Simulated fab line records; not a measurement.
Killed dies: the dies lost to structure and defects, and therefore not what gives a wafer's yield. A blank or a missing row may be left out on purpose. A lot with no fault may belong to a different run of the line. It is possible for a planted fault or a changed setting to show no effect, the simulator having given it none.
fab line records	flow n5Finfet	part 1 of 2: steps 1 to 5 of 6
[record] lots = 9	wafers = 27	lastDay = 17
route steps=1938 shown HKMG_FIN@387 BEOL_M4@1111 PASSIVATION@1936
lots that met no fault: from a run of the same line without faults
startH: the number of hours between the record's first day and the start of the first shown wafer of the lot	waitH: hours since the lot's step before	" as in the row above	L1.1+2: a single row standing in for several wafers	- either no value or no given start	* or withheld: withheld	< > ~ a bound
route shown NAME@n: NAME is a module with steps in the file, n the number in the route of the first one	usual: mean and standard deviation over wafers with no fault	same: alike in all rows	chamber/n: place in a boat	sites: the reading at each site	_std_site: standard deviation of those values	_edge_site: outer sites' mean less inner sites'	radiusMm: for every site, how far away it sits from the centre of the wafer	mask NAME#n: copy n	behind: tool/chamber where the wafer was last shaped	hold: cause of the lot's hold/its duration in hours/its outcome	device: the n, p or np transistor that did not switch	end of line: at the end of the route, the tests of the same wafers	a step without rows: its recipe alone	killed: at the first sort, the dies lost to defects and structure; wafer yield is something else	map: a wafer's dies, x killed, . not, _ none there
set.NAME: setting as actually run; set.NAME@STEP: the setting as run at that earlier step	model.NAME: the simulator's own value behind a step, which no gauge read
one table for each step of the route and one row for each wafer, over a sample of lots
services: from which hour (startH, from the record's first day; less than 0 if before it) a tool's chamber was out of use, for how many hours, and why
[[steps]]
[step N5_HKMG_FIN_HK_ANNEAL_02]
[recipe] tempC = 700	timeS = 30	ambient = N2	idleTempC = 600	rampUpCPerS = 150	rampDownCPerS = 60	coolToC = 600
[usual] lampPowerPct = 8.80/0.056	lamp_zone_3_pct = 8.797/0.01	wafer_temp_C_max = 702.8/0.65
lot.wafer	tool	chamber	startH	waitH	lampPowerPct	lamp_zone_3_pct	wafer_temp_C_max
L878.2	rtpAnneal-01	0	88.40	0.2	8.75	8.792	702.9
L878.4	"	0	"	"	8.73	8.800	704.1
L878.5	"	0	"	"	8.75	8.796	703.2
L883.1	rtpAnneal-01	0	122.82	0.1	8.70	8.790	702.2
L883.3	"	0	"	"	8.67	8.801	701.9
L883.6	"	0	"	"	8.72	8.802	702.4
L889.1	rtpAnneal-02	0	156.86	0.1	8.77	8.811	703.0
L889.4	"	0	"	"	8.89	8.801	702.2
L889.6	"	0	"	"	8.73	8.805	702.9
L890.1	rtpAnneal-01	0	164.58	0.1	8.76	8.807	702.2
L890.2	"	0	"	"	8.85	8.814	701.5
L890.4	"	0	"	"	8.84	8.786	702.9
L891.2	rtpAnneal-02	0	168.04	0.1	8.78	8.785	702.8
L891.3	"	0	"	"	8.80	8.809	703.0
L891.5	"	0	"	"	8.75	8.808	703.3
L893.3	rtpAnneal-01	0	178.82	0.3	8.81	8.801	702.9
L893.5	"	0	"	"	8.84	8.802	703.1
L893.6	"	0	"	"	8.76	8.793	702.6
L896.2	rtpAnneal-01	0	198.37	0.1	8.81	8.788	702.9
L896.4	"	0	"	"	8.86	8.807	702.6
L896.6	"	0	"	"	8.90	8.777	703.0
L897.1	rtpAnneal-01	0	207.60	0.1	8.81	8.800	703.7
L897.2	"	0	"	"	8.66	8.813	702.6
L897.6	"	0	"	"	8.73	8.794	702.6
L898.2	rtpAnneal-01	0	214.18	0.1	8.83	8.788	702.2
L898.3	"	0	"	"	8.72	8.786	702.6
L898.5	"	0	"	"	8.73	8.787	702.7
[step N5_HKMG_FIN_CD_MEAS_49]
[recipe] targetCdNm = 202	landingEnergyEv = 500	detector = seInlens	polarity = opening
[usual] cdNm = 202.1/0.51
lot.wafer	tool	chamber	startH	waitH	cdNm
L878.2	cdSem-03	0	89.00	-	202.7
L878.4	"	0	"	"	201.8
L878.5	"	0	"	"	202.1
L883.1	cdSem-03	0	123.58	-	202.4
L883.3	"	0	"	"	201.7
L883.6	"	0	"	"	201.6
L889.1	cdSem-03	0	157.62	-	201.9
L889.4	"	0	"	"	201.5
L889.6	"	0	"	"	202.1
L890.1	cdSem-03	0	165.34	-	202.9
L890.2	"	0	"	"	202.9
L890.4	"	0	"	"	202.5
L891.2	cdSem-02	0	168.77	-	201.6
L891.3	"	0	"	"	201.7
L891.5	"	0	"	"	201.9
L893.3	cdSem-02	0	179.56	-	202.0
L893.5	"	0	"	"	202.2
L893.6	"	0	"	"	203.1
L896.2	cdSem-01	0	198.98	-	202.7
L896.4	"	0	"	"	202.2
L896.6	"	0	"	"	202.0
L897.1	cdSem-02	0	208.23	-	202.0
L897.2	"	0	"	"	202.3
L897.6	"	0	"	"	202.1
L898.2	cdSem-02	0	214.91	-	202.0
L898.3	"	0	"	"	202.2
L898.5	"	0	"	"	201.1
[step N5_HKMG_FIN_STRIP_60]
[recipe] chemistry = N2/H2	powerW = 2500	tempC = 300	h2Frac = 0.65	timeS = 360	pressureMtorr = withheld	n2FlowSccm = 1750	h2FlowSccm = 3250
[usual] drypumpMotorCurrentA = 6.1/0.3	heaterPowerW = 436/23
lot.wafer	tool	chamber	startH	waitH	drypumpMotorCurrentA	heaterPowerW	rfHoursCounterH
L878.2	plasmaAsher-01	0	91.24	0.0	5.7	447	40
L878.4	"	1	"	"	5.9	403	-
L878.5	"	0	"	"	5.7	452	-
L883.1	plasmaAsher-01	1	124.64	0.1	5.9	396	46
L883.3	"	1	"	"	5.9	403	-
L883.6	"	1	"	"	5.9	394	-
L889.1	plasmaAsher-02	0	159.10	0.0	6.4	461	105
L889.4	"	0	"	"	6.4	468	-
L889.6	"	1	"	"	6.4	453	-
L890.1	plasmaAsher-01	0	166.30	0.0	5.7	441	55
L890.2	"	1	"	"	5.9	399	55
L890.4	"	0	"	"	5.7	437	-
L891.2	plasmaAsher-01	1	170.22	0.0	5.9	408	56
L891.3	"	0	"	"	5.7	445	-
L891.5	"	0	"	"	5.7	439	-
L893.3	plasmaAsher-02	0	180.65	0.2	6.4	469	-
L893.5	"	0	"	"	6.4	459	-
L893.6	"	1	"	"	6.4	449	-
L896.2	plasmaAsher-01	0	200.16	0.0	5.8	435	62
L896.4	"	0	"	"	5.7	447	-
L896.6	"	0	"	"	5.7	436	-
L897.1	plasmaAsher-01	0	209.20	0.0	5.7	433	64
L897.2	"	1	"	"	5.9	399	64
L897.6	"	1	"	"	5.9	403	-
L898.2	plasmaAsher-01	0	215.88	0.0	5.8	432	65
L898.3	"	0	"	"	5.8	445	-
L898.5	"	1	"	"	5.9	401	-
[step N5_HKMG_FIN_RTA_80]
[recipe] tempC = withheld	timeS = 2	ambient = N2	idleTempC = 600	rampUpCPerS = 150	rampDownCPerS = 60	coolToC = 600
[usual] timeS = 2/0
lot.wafer	tool	chamber	startH	waitH	timeS
L878.2	rtpAnneal-01	0	92.24	0.1	2
L878.4	"	0	"	"	2
L878.5	"	0	"	"	2
L883.1	rtpAnneal-02	0	125.75	0.2	2
L883.3	"	0	"	"	2
L883.6	"	0	"	"	2
L889.1	rtpAnneal-02	-	160.08	0.1	-
L889.4	"	-	"	"	-
L889.6	"	-	"	"	-
L890.1	rtpAnneal-01	-	167.29	0.1	-
L890.2	"	-	"	"	-
L890.4	"	-	"	"	-
L891.2	rtpAnneal-01	-	171.23	0.1	-
L891.3	"	-	"	"	-
L891.5	"	-	"	"	-
L893.3	rtpAnneal-02	0	181.56	0.1	2
L893.5	"	0	"	"	2
L893.6	"	0	"	"	2
L896.2	rtpAnneal-01	0	201.23	0.2	2
L896.4	"	0	"	"	2
L896.6	"	0	"	"	2
L897.1	rtpAnneal-01	0	210.18	0.1	2
L897.2	"	0	"	"	2
L897.6	"	0	"	"	2
L898.2	rtpAnneal-02	0	216.89	0.1	2
L898.3	"	0	"	"	2
L898.5	"	0	"	"	2
[step N5_BEOL_M4_RC_MEAS_101]
[usual] DIBL_N = 36.3/1.2	DIBL_P = 36.1/1.6	EOT_N = 10.52/0.069	EOT_P = 10.47/0.08	IGATE_N = 0.0128/0.0015	IGATE_P = 0.0039/0.00047	IOFF_N = 0.161/0.023	IOFF_P = 0.209/0.027	IOFF_P_85C = 3.6/0.4	IOFF_P_LIN = 0.100/0.01	IOFF_P_LONG = 0.000107/9e-06	ION_N = 676/8.9	ION_P = 462/5.3	RC_DENSE_N = 19.2/0.37	RC_N = 15.6/0.31	RS_SD_N = 28.5/0.35	RS_SD_P = 65.9/0.86	SS_N = 71.5/0.51	SS_P = 73.2/0.5	VT_N = 249.1/2.5	VT_N_LVT = 98.3/2.4	VT_P = -249.9/2.8	VT_P_LONG = -275.2/2.9	VT_P_LVT = -99.0/2.4
lot.wafer	tool	chamber	startH	waitH	DIBL_N[mV/V]	DIBL_P[mV/V]	EOT_N	EOT_P	IGATE_N[nA/um]	IGATE_P[nA/um]	IOFF_N[nA/um]	IOFF_P[nA/um]	IOFF_P_85C[nA/um]	IOFF_P_LIN[nA/um]	IOFF_P_LONG[nA/um]	ION_N[uA/um]	ION_P[uA/um]	RC_DENSE_N[ohm.um]	RC_N[ohm.um]	RS_SD_N[ohm/sq]	RS_SD_P[ohm/sq]	SS_N[mV/dec]	SS_P[mV/dec]	VT_N[mV]	VT_N_LVT[mV]	VT_P[mV]	VT_P_LONG[mV]	VT_P_LVT[mV]
L878.2	prober-02	0	182.19	0.2	35.7	34.7	10.48	10.45	0.0136	0.0041	0.146	0.190	3.3	0.095	0.000102	672	463	18.9	15.3	28.2	66.1	71.5	72.8	252.3	101.3	-249.1	-275.7	-99.4
L878.4	"	0	"	"	34.9	33.4	10.49	10.35	0.0139	0.0042	0.125	0.172	3.1	0.089	0.000102	666	457	18.3	14.9	27.5	65.4	70.9	72.9	252.6	103.1	-253.1	-275.0	-100.8
L878.5	"	0	"	"	34.4	33.8	10.49	10.34	0.0132	0.0040	0.125	0.180	3.2	0.092	0.000108	667	464	18.7	15.3	28.0	66.7	71.1	72.9	252.0	102.6	-251.7	-274.1	-98.6
L883.1	prober-02	0	206.31	0.0	36.9	34.3	10.52	10.45	0.0125	0.0036	0.153	0.203	3.6	0.101	0.000107	670	467	19.0	15.5	29.2	64.6	71.5	73.2	249.4	98.4	-248.5	-274.0	-97.2
L883.3	"	0	"	"	37.7	35.4	10.66	10.55	0.0109	0.0032	0.170	0.221	3.9	0.107	0.000103	667	462	19.0	15.6	29.0	65.4	71.7	72.8	247.7	97.8	-248.0	-273.5	-96.3
L883.6	"	0	"	"	36.9	34.6	10.49	10.46	0.0114	0.0033	0.166	0.202	3.6	0.099	0.000103	674	459	19.1	15.4	28.8	65.0	71.5	72.8	250.3	96.6	-252.3	-275.4	-97.6
L890.1	prober-02	0	249.03	0.0	32.3	33.2	10.07	10.12	0.0306	0.0090	0.114	29.199	228.1	14.164	0.01472	663	648	17.0	13.8	25.4	63.6	72.0	73.5	254.1	253.9	-112.0	-134.4	-108.5
L890.2	"	0	"	"	33.1	33.9	10.22	10.14	0.0270	0.0080	0.120	30.000	233.8	14.219	0.014724	659	641	16.9	13.6	25.4	62.8	72.0	74.3	256.4	253.0	-111.9	-134.3	-108.9
L890.4	"	0	"	"	31.2	31.5	10.05	10.16	0.0300	0.0088	0.100	25.617	202.0	12.840	0.014598	652	633	16.7	13.8	25.2	63.7	71.0	73.5	257.8	256.8	-113.9	-133.6	-110.7
L889.1	prober-02	0	255.24	0.0	33.7	33.8	10.13	10.14	0.0320	0.0095	0.124	27.191	213.1	12.831	0.012766	653	636	16.8	13.8	24.5	64.0	72.1	74.5	253.6	253.5	-115.1	-138.1	-112.9
L889.4	"	0	"	"	34.3	34.9	10.17	10.13	0.0295	0.0089	0.133	28.641	223.7	13.266	0.012587	661	635	17.4	14.2	24.7	63.7	71.9	75.1	255.6	254.7	-114.7	-139.5	-112.1
L889.6	"	0	"	"	33.3	34.2	10.21	10.18	0.0286	0.0086	0.121	27.710	218.4	13.052	0.012723	658	634	17.2	14.0	24.9	64.0	71.0	74.5	255.8	251.6	-114.7	-138.3	-110.9
L891.2	prober-01	0	256.72	0.2	34.2	33.3	10.21	10.00	0.0320	0.0095	0.114	29.519	235.8	14.210	0.014909	660	642	16.2	13.2	25.7	64.3	70.6	73.4	256.2	252.8	-110.3	-133.1	-108.9
L891.3	"	0	"	"	35.4	35.1	10.19	10.04	0.0278	0.0083	0.140	34.470	268.5	15.655	0.014769	663	633	16.4	13.3	25.0	63.3	71.6	74.0	254.5	248.9	-108.3	-133.7	-106.1
L891.5	"	0	"	"	35.4	34.7	10.10	10.10	0.0287	0.0085	0.134	33.152	258.3	15.243	0.014802	661	648	16.4	13.3	25.4	63.0	71.6	74.3	252.5	248.8	-110.6	-134.0	-106.3
L893.3	prober-02	0	275.00	0.3	38.6	37.3	10.55	10.53	0.0109	0.0032	0.201	0.248	4.2	0.112	0.000106	679	465	19.2	15.5	28.2	66.3	72.6	73.9	247.0	97.3	-248.7	-274.0	-98.1
L893.5	"	0	"	"	36.7	34.8	10.61	10.50	0.0113	0.0033	0.159	0.206	3.7	0.099	0.000104	669	455	19.6	16.0	28.8	65.6	71.6	73.2	250.7	101.7	-250.7	-275.6	-99.7
L893.6	"	0	"	"	37.9	36.1	10.42	10.44	0.0143	0.0042	0.188	0.235	4.1	0.109	0.000106	688	474	19.7	16.2	28.7	64.7	71.8	73.5	248.7	97.0	-246.2	-276.5	-98.1
L896.2	prober-02	0	284.75	0.2	34.3	35.7	10.48	10.35	0.0125	0.0039	0.117	0.192	3.5	0.094	0.000113	663	461	19.6	16.0	28.0	66.2	71.9	72.9	254.1	103.9	-252.3	-274.2	-101.2
L896.4	"	0	"	"	35.8	36.9	10.51	10.38	0.0135	0.0042	0.135	0.214	3.8	0.103	0.000112	666	463	19.1	15.7	28.3	67.9	71.0	73.7	254.6	102.7	-249.9	-275.0	-99.5
L896.6	"	0	"	"	36.0	37.6	10.61	10.42	0.0131	0.0041	0.138	0.222	3.9	0.105	0.000113	673	467	19.1	15.5	28.3	66.6	71.6	73.1	254.9	103.6	-250.0	-273.3	-98.6
L897.1	prober-01	0	294.29	0.0	35.6	36.5	10.56	10.39	0.0123	0.0037	0.161	0.215	3.7	0.105	0.000109	666	461	18.5	15.2	28.7	65.3	71.9	73.0	249.0	101.0	-250.2	-273.5	-101.2
L897.2	"	0	"	"	36.1	37.8	10.58	10.38	0.0133	0.0040	0.182	0.238	4.0	0.112	0.000108	681	461	19.1	15.4	28.7	66.2	71.8	73.9	246.7	99.6	-247.1	-275.1	-100.0
L897.6	"	0	"	"	36.0	37.2	10.49	10.37	0.0134	0.0040	0.166	0.222	3.8	0.107	0.000109	677	462	18.9	15.4	28.2	66.1	72.7	73.7	248.1	100.4	-251.9	-275.2	-100.4
L898.2	prober-01	0	310.37	0.2	37.1	36.4	10.43	10.48	0.0158	0.0048	0.166	0.217	3.9	0.105	0.000107	679	465	19.1	15.6	28.2	65.5	71.8	73.3	250.1	99.1	-246.2	-276.3	-99.3
L898.3	"	0	"	"	36.0	35.6	10.46	10.38	0.0162	0.0049	0.143	0.202	3.6	0.100	0.000109	674	463	19.1	15.6	28.1	65.0	71.9	73.1	250.6	101.8	-248.4	-276.0	-100.4
L898.5	"	0	"	"	35.0	34.3	10.48	10.42	0.0173	0.0053	0.132	0.178	3.3	0.091	0.000108	662	457	19.1	15.6	27.9	65.0	71.6	73.4	251.1	101.7	-248.6	-274.2	-101.9
[[key]]
[firstSign] step = N5_HKMG_FIN_RTA_80	reading = toolRecord	direction = missing
[effect] step = N5_BEOL_M4_RC_MEAS_101	reading = IOFF_P_LONG	direction = up	sigmas = 99+	usual = 0.000107	struck = 0.014066
[effect] step = N5_BEOL_M4_RC_MEAS_101	reading = IOFF_P_LIN	direction = up	sigmas = 99+	usual = 0.100	struck = 13.942
[effect] step = N5_BEOL_M4_RC_MEAS_101	reading = IOFF_P	direction = up	sigmas = 99+	usual = 0.209	struck = 29.500
[effect] step = N5_BEOL_M4_RC_MEAS_101	reading = IOFF_P_85C	direction = up	sigmas = 99+	usual = 3.6	struck = 231.3
[effect] step = N5_BEOL_M4_RC_MEAS_101	reading = VT_N_LVT	direction = up	sigmas = 64	usual = 98.3	struck = 252.7
[effect] step = N5_BEOL_M4_RC_MEAS_101	reading = VT_P	direction = up	sigmas = 49	usual = -249.9	struck = -112.4
[effect] step = N5_BEOL_M4_RC_MEAS_101	reading = VT_P_LONG	direction = up	sigmas = 49	usual = -275.2	struck = -135.5
[effect] step = N5_BEOL_M4_RC_MEAS_101	reading = ION_P	direction = up	sigmas = 33	usual = 462	struck = 639
[effect] step = N5_BEOL_M4_RC_MEAS_101	reading = IGATE_N	direction = up	sigmas = 11	usual = 0.0128	struck = 0.0296
[effect] step = N5_BEOL_M4_RC_MEAS_101	reading = IGATE_P	direction = up	sigmas = 11	usual = 0.0039	struck = 0.0088
[effect] step = N5_BEOL_M4_RC_MEAS_101	reading = RS_SD_N	direction = down	sigmas = 9.6	usual = 28.5	struck = 25.1
[effect] step = N5_BEOL_M4_RC_MEAS_101	reading = RC_DENSE_N	direction = down	sigmas = 6.5	usual = 19.2	struck = 16.8
[effect] step = N5_PASSIVATION_PROBE_49	reading = sort_bin_4_leakage	direction = up	sigmas = 99+	usual = 0	struck = 91.69
metAt N5_HKMG_FIN_RTA_80
struckLots L889,L890,L891
notActingAt N5_HKMG_FIN_HK_ANNEAL_02,N5_HKMG_FIN_CD_MEAS_49,N5_HKMG_FIN_STRIP_60
onsetBetween 125.75 160.08
[fault] kind = skippedStepWhole	tool = rtpAnneal-01,rtpAnneal-02	chamber = -	onsetH = 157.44	steps = N5_HKMG_FIN_RTA_80	scope = struckLotsOnly
